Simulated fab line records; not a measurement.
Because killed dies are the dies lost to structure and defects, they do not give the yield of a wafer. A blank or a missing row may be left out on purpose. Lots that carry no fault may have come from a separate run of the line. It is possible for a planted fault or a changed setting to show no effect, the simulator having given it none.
A struck lot beside a sound one    flow n5Finfet    36 steps out of a route of 1938
Sound: the wafers L835.3, L835.4, L835.6. The struck wafers were L821.2, L821.4, L821.6. The cause comes at the end.
Per side, at each step with rows, come the tool, then ch with its chambers, and then its first start. Under that, the readings that differ: sound wafers    struck wafers    difference of the means    sigmas: that difference in standard deviations of wafers without a fault.
alike: readings with means less than 2 such deviations apart, plus words and numbers identical on both sides. not compared: withheld readings, readings lacking a value on some wafer, bounds such as >300 that could conceal the same value, and numbers that have no deviation in the record and whose values overlap.
The two part at a step that has a row with sigmas, a row that says differs or no value, or rows on one side only. Non-overlapping numbers with no deviation appear without sigmas and do not part them. A reading missing from all wafers of one side parts the sides only when that side holds two or more wafers.

first, 9 steps without rows for these wafers: N5_BEOL_M4_ANNEAL_95 (time 240 s); N5_BEOL_M4_SPUTTER_96 (material Cu, target thk 4.5 nm, time 8.29 s); N5_BEOL_M4_ECD_50 (material Cu, target thk 300 nm); N5_BEOL_M4_ANNEAL_51 (time 90 s); N5_BEOL_M4_CMP_52 (polishes, stops on SiOC, t overpolish 6.8 s, target thk 40 nm); N5_BEOL_M4_PRE_CLEAN_60 (time 15 s); N5_BEOL_M4_CO_CAP_55 (material Co, precursor CCTBA/H2, target thk 2 nm, time 102.1 s); N5_BEOL_M4_PRE_CLEAN_56 (time 15 s); N5_BEOL_M4_DEP_57 (deposits SiCN from 3MS/NH3, target thk 8 nm, time 14 s).
N5_BEOL_M4_RC_MEAS_101:
  sound on prober-01 ch 0, day 14 12:02; struck on prober-02 ch 0, day 11 01:49
  alike: DIBL_N, DIBL_P, IOFF_N, IOFF_P, ION_N, ION_P, SS_N, SS_P, VT_N, VT_P
then, 21 steps without rows for these wafers: N5_BEOL_M5_ILD_DEP_00 (deposits SiCOH lowk from DEMS/porogen, target thk 140.64 nm, time 25.9 s); N5_BEOL_M5_CURE_79 (cures SiCOH lowk, time 240 s); N5_BEOL_M5_PECVD_70 (deposits SiO2 from TEOS/O2, target thk 16 nm, time 18 s); N5_BEOL_M5_HM_DEP_02 (deposits TiN, target thk 20 nm); N5_BEOL_M5_COAT_59 (time 60 s, resist thk 60 nm); N5_BEOL_M5_COAT_60 (time 60 s, resist thk 12 nm); N5_BEOL_M5_COAT_71 (time 60 s, resist thk 5 nm); N5_BEOL_M5_COAT_05 (resist thk 30 nm); N5_BEOL_M5_EBR_07; N5_BEOL_M5_SOFTBAKE_06 (time 60 s); N5_BEOL_M5_EXPOSE_08 (exposes mask M5, target cd 28 nm); N5_BEOL_M5_PEB_09 (peb time 60 s); N5_BEOL_M5_DEVELOP_10 (develop time 30 s); N5_BEOL_M5_DESCUM_16 (chemistry O2, time 7 s); N5_BEOL_M5_ETCH_72 (etches underlayer in N2/H2, target depth 6.5 nm, time 5.2 s); N5_BEOL_M5_ETCH_61 (etches SiARC in CF4, target depth 15.6 nm, time 26 s); N5_BEOL_M5_ETCH_62 (etches SOC in N2/H2, target depth 75 nm, overetch 15 nm, time 112.5 s); N5_BEOL_M5_STRIP_63 (strips in N2/H2); N5_BEOL_M5_STRIP_73 (strips in N2/H2); N5_BEOL_M5_STRIP_64 (strips in CF4); N5_BEOL_M5_HM_OPEN_17 (chemistry Cl2/BCl3, target TiN, target depth 20 nm, overetch 6 nm).
N5_BEOL_M5_STRIP_19: strips in O2.
  sound on rieDiel-05 ch 1,3, day 14 15:37; struck on rieDiel-05 ch 1,2,3, day 11 05:34
  no value came back on the struck wafers for any of 8 readings (biasPowerW (W), chamberPressureMTorr (mTorr) and others); on the sound wafers biasPowerW (W) reads 0 0 0
reading                                  sound  struck      difference  sigmas
model.SOC_of_BEOL_M5_COAT_59.thkNm (nm)  0 0 0  52 51.8 52  +52         
  not compared: rfHoursCounterH
then, 2 steps without rows for these wafers: N5_BEOL_M5_COAT_65 (time 60 s, resist thk 60 nm); N5_BEOL_M5_COAT_66 (time 60 s, resist thk 12 nm).
N5_BEOL_M5_ETCH_68: etches SOC in N2/H2, target depth 80 nm, overetch 16 nm, time 120 s.
  sound on rieDiel-05 ch 1,3, day 14 18:13; struck on rieDiel-05 ch 0,2, day 11 06:17
reading                  sound             struck             difference  sigmas
oesProductAu (a.u.)      0.64 0.56 0.63    0.67 0.93 0.92     +0.23       +4
model.etch.depthNm (nm)  59.81 59.85 59.9  91.78 97.18 96.82  +35.41      
  alike: drypumpMotorCurrentA, rfVppV, showerheadPlenumPTorr, tempC, throttleValvePct
  not compared: rfHoursCounterH
-- record jumps: 4 days separate the struck wafers' starts on either side; left off in module BEOL_M5, taken up again in module PASSIVATION, whose first shown step is the route's number 1936 --
N5_PASSIVATION_PROBE_49:
  sound on prober-02 at day 19 06:08; struck on prober-02 at day 15 12:52
reading                  sound           struck          difference  sigmas
defectLimitedYield (%)   91.0 89.7 90.2  0 0.2 0         -90         -69
killed_at_M4_up          9 14 17         1104 1072 1095  +1077       +99 or more
killedDies               106 121 116     1180 1178 1180  +1065       +71
killedOnRim              18 17 19        152 152 152     +134        +36
sort_bin_5_function (%)  5.5 5.8 5.2     95.4 95.0 95.5  +89.8       +99 or more
sortNPass                1074 1059 1064  0 2 0           -1065       -71
sortYieldPct (%)         91.0 89.7 90.2  0 0.2 0         -90         -69
  alike: killed_at_M0_to_M3, killedAtContacts, killedAtFrontEnd, killedAtOther, killedOpen, killedShort, sort_bin_6_memory

WHERE THEY PART
At N5_BEOL_M5_STRIP_19 first; at N5_PASSIVATION_PROBE_49 last (within this record only).

WHY: whatever the simulator had introduced
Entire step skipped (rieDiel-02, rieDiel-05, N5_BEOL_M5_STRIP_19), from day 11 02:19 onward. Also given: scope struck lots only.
